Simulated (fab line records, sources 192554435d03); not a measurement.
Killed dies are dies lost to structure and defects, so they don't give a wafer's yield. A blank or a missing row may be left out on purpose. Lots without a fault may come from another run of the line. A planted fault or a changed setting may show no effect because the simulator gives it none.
Chamber matching | flow n5_finfet | N5_BEOL_M10_CURE_71 on uv_cure-01: 3 sister chambers
The step cures SiCOH lowk, time 240 s. 3 wafers are shown with their chamber, then 10 later ones without.

WAFERS WITH THEIR CHAMBER
wafer  | chamber | wafer_temp_C_max
L080.6 | 1       | 386.4
L085.4 | 0       | 386.3
L087.3 | 2       | 386.6

WAFERS WITHOUT THEIR CHAMBER
wafer  | wafer_temp_C_max
L087.6 | 387.2
L089.2 | 386.9
L089.5 | 386.7
L089.6 | 387.1
L090.1 | 387.0
L090.3 | 386.9
L090.4 | 387.7
L093.1 | 387.0
L093.2 | 386.8
L093.4 | 386.9

WHICH CHAMBER EACH WENT THROUGH
wafer  | from the rows above          | in truth
L087.6 | can't be placed: 2 or 1 or 0 | 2
L089.2 | can't be placed: 2 or 1 or 0 | 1
L089.5 | can't be placed: 2 or 1 or 0 | 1
L089.6 | can't be placed: 2 or 1 or 0 | 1
L090.1 | can't be placed: 2 or 1 or 0 | 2
L090.3 | can't be placed: 2 or 1 or 0 | 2
L090.4 | can't be placed: 2 or 1 or 0 | 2
L093.1 | can't be placed: 2 or 1 or 0 | 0
L093.2 | can't be placed: 2 or 1 or 0 | 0
L093.4 | can't be placed: 2 or 1 or 0 | 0
Placed correctly: 0 of 10. Can't be placed from these rows: 10 (the true chamber is among the candidates in 10). Placed wrongly: 0.
How it was worked out, from the rows above alone: a wafer's distance from a chamber is the root of the sum, over the readings, of the square of ((its reading less the chamber's mean) divided by the reading's scatter). The wafer belongs to the nearest chamber; if the next one is less than 2 further off, it can't be placed. A chamber's mean is the mean of its shown wafers. The scatter: with one shown wafer a chamber, the root of the mean of the squares of how far each hidden wafer lies from its nearest shown one.
